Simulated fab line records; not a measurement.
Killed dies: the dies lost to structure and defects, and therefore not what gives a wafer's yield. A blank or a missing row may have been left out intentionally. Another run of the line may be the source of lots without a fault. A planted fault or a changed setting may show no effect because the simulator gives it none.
Chamber matching	flow n5Finfet	N5_BEOL_M2_ETCH_69 on rieDiel-01 has 4 sister chambers
The step etches SiARC in CF4, target depth 15.6 nm, time 26 s. 14 wafers are shown with their chamber, then 7 later ones without.

## EACH WAFER AND ITS CHAMBER
wafer	chamber	throttleValvePct (%)	drypumpMotorCurrentA (A)	showerheadPlenumPTorr (Torr)
L074.2	0	15.34	5.2	2.19
L074.3	3	15.76	5.5	2.17
L074.5	0	15.33	5.3	2.19
L076.3	0	15.35	5.2	2.18
L076.4	3	15.78	5.5	2.17
L076.6	0	15.34	5.2	2.18
L079.1	1	15.89	6.0	2.08
L079.4	2	15.70	6.3	2.19
L079.6	0	15.36	5.2	2.18
L081.1	1	15.90	6.0	2.08
L081.2	3	15.80	5.6	2.16
L081.3	0	15.38	5.2	2.18
L082.2	1	15.91	6.0	2.08
L082.4	2	15.70	6.3	2.18

SIGNATURES (averages over the wafers above)
reading	chamber 0	chamber 1	chamber 2	chamber 3	scatter within a chamber
throttleValvePct	15.3500	15.9000	15.7000	15.7800	0.0161
drypumpMotorCurrentA	5.217	6.000	6.300	5.533	0.0387
showerheadPlenumPTorr	2.1833	2.0800	2.1850	2.1667	0.005
Rule: a wafer's distance from a chamber is the root of the sum, over the readings, of the square of ((its reading less the chamber's mean) divided by the reading's scatter). The wafer belongs to the nearest chamber; if the next one is less than 2 further off, it can't be placed. How the scatter is found: for the shown wafers, subtract from each reading the mean of its chamber, square and add these, divide the total by (wafers less chambers), then take the root.

## WAFERS WITH NO CHAMBER GIVEN
wafer	throttleValvePct (%)	drypumpMotorCurrentA (A)	showerheadPlenumPTorr (Torr)
L082.6	15.80	5.5	2.16
L089.4	15.83	5.6	2.16
L089.5	15.85	5.5	2.16
L089.6	15.41	5.2	2.17
L094.2	15.43	5.2	2.17
L094.4	15.94	6.0	2.07
L094.5	15.86	5.6	2.15

## CHAMBER TAKEN BY EACH
wafer	from the rows above	in truth
L082.6	3	3
L089.4	3	3
L089.5	3	3
L089.6	0	0
L094.2	0	0
L094.4	1	1
L094.5	3	3
Placed correctly: 7 of 7. From these rows, 0 cannot be placed. Number placed wrongly: 0.
